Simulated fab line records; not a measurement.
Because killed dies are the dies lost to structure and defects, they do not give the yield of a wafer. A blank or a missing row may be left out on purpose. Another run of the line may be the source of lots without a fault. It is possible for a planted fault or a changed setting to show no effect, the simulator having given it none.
Which tool is to blame? ; flow n5 finfet ; 24 lots with 72 wafers sampled at 3 steps, on a route of 1938 steps

WHAT THE GAUGES SHOWED, per wafer
N5_BEOL_M8_OVL_MEAS_29.
lot;measured;on;V7_OVL (nm)
L074;day 8 22:16;overlay-02;-0.8 -0.3 -1.0
L075;day 9 18:14;overlay-02;0.7 -0.7 -0.3
L076;day 9 20:22;overlay-01;0.0 -0.4 -1.7
L077;day 9 21:07;overlay-01;-0.5 -0.4 -0.6
L078;day 9 23:57;overlay-02;0.5 -1.2 -0.4
L079;day 10 10:29;overlay-02;-0.5 0.0 -1.0
L080;day 10 19:58;overlay-02;0.3 0.2 1.0
L082;day 10 20:08;overlay-01;-0.1 0.2 -1.0
L081;day 11 04:43;overlay-02;0.2 -0.9 0.4
L083;day 11 04:46;overlay-02;0.4 0.0 1.0
L085;day 11 20:14;overlay-02;-0.6 0.6 -0.2
L084;day 11 20:24;overlay-02;0.3 -0.3 0.1
L087;day 12 13:04;overlay-02;1.1 0.0 0.4
L086;day 12 15:43;overlay-01;0.4 0.5 0.0
L089;day 12 19:31;overlay-02;-0.3 -0.3 0.0
L090;day 12 22:42;overlay-02;-1.3 -0.9 -1.2
L088;day 12 23:16;overlay-02;0.3 0.1 0.3
L091;day 13 10:23;overlay-01;-0.9 -1.0 -0.8
L092;day 13 20:20;overlay-01;-0.3 -1.9 -1.2
L094;day 13 23:40;overlay-01;-0.2 -0.1 -0.3
L093;day 14 02:04;overlay-01;0.0 -0.2 -0.2
L095;day 14 05:01;overlay-01;0.6 0.1 0.1
L096;day 14 13:23;overlay-02;0.4 -0.2 -0.2
L097;day 15 08:26;overlay-01;-0.5 -0.5 0.4

WHAT TOOL EACH LOT RAN ON (gives the tool, then ch and the chambers of the sampled wafers, and finally the start)
lot;N5_BEOL_M7_ALD_77;N5_BEOL_M8_ETCH_61
L074;ald metal-02 ch 2,3, day 8 16:27;rie diel-04 ch 0,1, day 8 20:24
L075;ald metal-02 ch 0,1, day 9 13:06;rie diel-04 ch 0,1,2, day 9 16:39
L076;ald metal-01 ch 0,1,3, day 9 14:43;rie diel-04 ch 0,3, day 9 19:23
L077;ald metal-02 ch 0,2,3, day 9 16:22;rie diel-04 ch 0,1,3, day 9 20:10
L078;ald metal-01 ch 0,1,2, day 9 19:25;rie diel-04 ch 0,3, day 9 22:24
L079;ald metal-02 ch 2,3, day 10 04:46;rie diel-04 ch 0,1,2, day 10 09:27
L080;ald metal-02 ch 0,3, day 10 13:39;rie diel-01 ch 0,2,3, day 10 17:43
L082;ald metal-01 ch 1,3, day 10 13:53;rie diel-05 ch 1,2, day 10 18:08
L081;ald metal-04 ch 0,1,3, day 10 21:56;rie diel-01 ch 0,1, day 11 02:55
L083;ald metal-04 ch 0,2,3, day 10 22:21;rie diel-04 ch 1,3, day 11 02:58
L085;ald metal-01 ch 1,3, day 11 13:43;rie diel-01 ch 0,2,3, day 11 17:57
L084;ald metal-02 ch 2,3, day 11 14:17;rie diel-01 ch 0,1, day 11 18:16
L087;ald metal-01 ch 0,2,3, day 12 07:41;rie diel-01 ch 0,1,2, day 12 11:49
L086;ald metal-04 ch 0,3, day 12 11:16;rie diel-04 ch 2,3, day 12 14:32
L089;ald metal-01 ch 0,1,2, day 12 11:46;rie diel-01 ch 1,2, day 12 17:06
L090;ald metal-04 ch 2,3, day 12 16:44;rie diel-04 ch 1,2, day 12 21:36
L088;ald metal-04 ch 0,1, day 12 17:01;rie diel-04 ch 0,1, day 12 22:05
L091;ald metal-04 ch 0,1,2, day 13 05:58;rie diel-04 ch 2,3, day 13 09:35
L092;ald metal-01 ch 1,2, day 13 13:11;rie diel-05 ch 0,1,2, day 13 18:29
L094;ald metal-04 ch 0,2,3, day 13 17:39;rie diel-01 ch 1,2,3, day 13 21:40
L093;ald metal-02 ch 0,1, day 13 19:32;rie diel-01 ch 0,1,2, day 14 01:05
L095;ald metal-01 ch 0,1,2, day 14 00:39;rie diel-01 ch 0,1,3, day 14 03:26
L096;ald metal-02 ch 0,2, day 14 06:48;rie diel-05 ch 1,3, day 14 12:20
L097;ald metal-02 ch 0,3, day 15 02:05;rie diel-04 ch 0,1,3, day 15 06:11
- N5_BEOL_M7_ALD_77: deposits TaN, target thk 2 nm, pulse time 2 s, purge time 3 s.
- N5_BEOL_M8_ETCH_61: etches SiARC in CF4, target depth 45.5 nm, time 75.8 s.

WHAT THE TOOLS THEMSELVES READ (means of the sampled wafers that have a number; where no wafer has one, the mark that the record gives instead)
N5_BEOL_M7_ALD_77.
lot;tool;heater power outer w (W);heater power w (W)
L074;ald metal-02;222;420
L075;ald metal-02;209;395
L076;ald metal-01;211;397
L077;ald metal-02;217;416
L078;ald metal-01;217;393
L079;ald metal-02;187;363
L080;ald metal-02;247;467
L082;ald metal-01;221;418
L081;ald metal-04;234;429
L083;ald metal-04;229;432
L085;ald metal-01;224;423
L084;ald metal-02;188;369
L087;ald metal-01;221;396
L086;ald metal-04;247;455
L089;ald metal-01;220;393
L090;ald metal-04;213;405
L088;ald metal-04;233;439
L091;ald metal-04;216;406
L092;ald metal-01;238;423
L094;ald metal-04;236;426
L093;ald metal-02;223;421
L095;ald metal-01;218;401
L096;ald metal-02;213;400
L097;ald metal-02;248;460

N5_BEOL_M8_ETCH_61.
lot;tool;drypump motor current A (A);etch rf on time s (s);oes product au (a.u.);rf vpp V (V);showerhead plenum p Torr (Torr);throttle valve pct (%)
L074;rie diel-04;6.0;75.6;0.64;183.0;2.10;15.74
L075;rie diel-04;6.0;75.9;0.67;183.3;2.12;15.50
L076;rie diel-04;6.3;77.6;0.59;183.5;2.09;15.50
L077;rie diel-04;6.0;75.4;0.62;184.6;2.13;15.62
L078;rie diel-04;6.3;77.8;0.59;183.7;2.09;15.51
L079;rie diel-04;6.0;75.4;0.67;183.3;2.12;15.52
L080;rie diel-01;5.7;75.7;0.65;183.3;2.11;15.77
L082;rie diel-05;6.5;76.3;0.69;184.1;2.15;15.55
L081;rie diel-01;5.9;76.4;0.73;184.2;2.17;15.89
L083;rie diel-04;5.7;76.5;0.62;184.4;2.18;15.61
L085;rie diel-01;5.8;76.6;0.63;183.5;2.11;15.79
L084;rie diel-01;6.3;76.8;0.71;183.1;2.17;15.91
L087;rie diel-01;6.2;76.5;0.67;184.2;2.15;15.85
L086;rie diel-04;5.7;76.1;0.69;184.9;2.19;15.27
L089;rie diel-01;6.6;78.2;0.62;184.4;2.14;15.81
L090;rie diel-04;5.7;75.3;0.67;183.5;2.15;15.67
L088;rie diel-04;6.3;74.7;0.75;185.3;2.22;15.36
L091;rie diel-04;5.7;76.0;0.68;185.7;2.19;15.28
L092;rie diel-05;6.1;77.1;0.68;183.4;2.13;15.54
L094;rie diel-01;6.1;75.6;0.71;184.4;2.19;15.65
L093;rie diel-01;6.2;75.7;0.66;184.4;2.15;15.88
L095;rie diel-01;5.7;75.4;0.74;185.2;2.20;15.70
L096;rie diel-05;5.8;76.3;0.67;184.4;2.21;15.68
L097;rie diel-04;6.0;75.4;0.74;185.0;2.19;15.38

THE ANSWER, worked out from the rows above alone
Rule: what is usual is taken from the lots themselves. The widest of any qualifying gaps counts: lots, ordered by their means at a reading, are off when they make up no more than a third of the lots, leave a main group of 4 or more, and stand apart from it by 3 or more times the standard deviation of that group's means. A main group is skipped when, at the precision printed for the reading in the tables above, its means are all equal. A lot without any number at a reading at which 4 lots or more have one is off too. Where the step has rows for the other lots, those lots are counted as sound. First the gauges in route order, then the tools' own readings, where a lot's mean is used as printed above. At the first step where some lot is off, the reading lying furthest off is the one used; lots without a number count as furthest.
Across all readings shown, no lot is off: no conclusion can be drawn from this.

WHAT THE SIMULATOR HAD INSERTED
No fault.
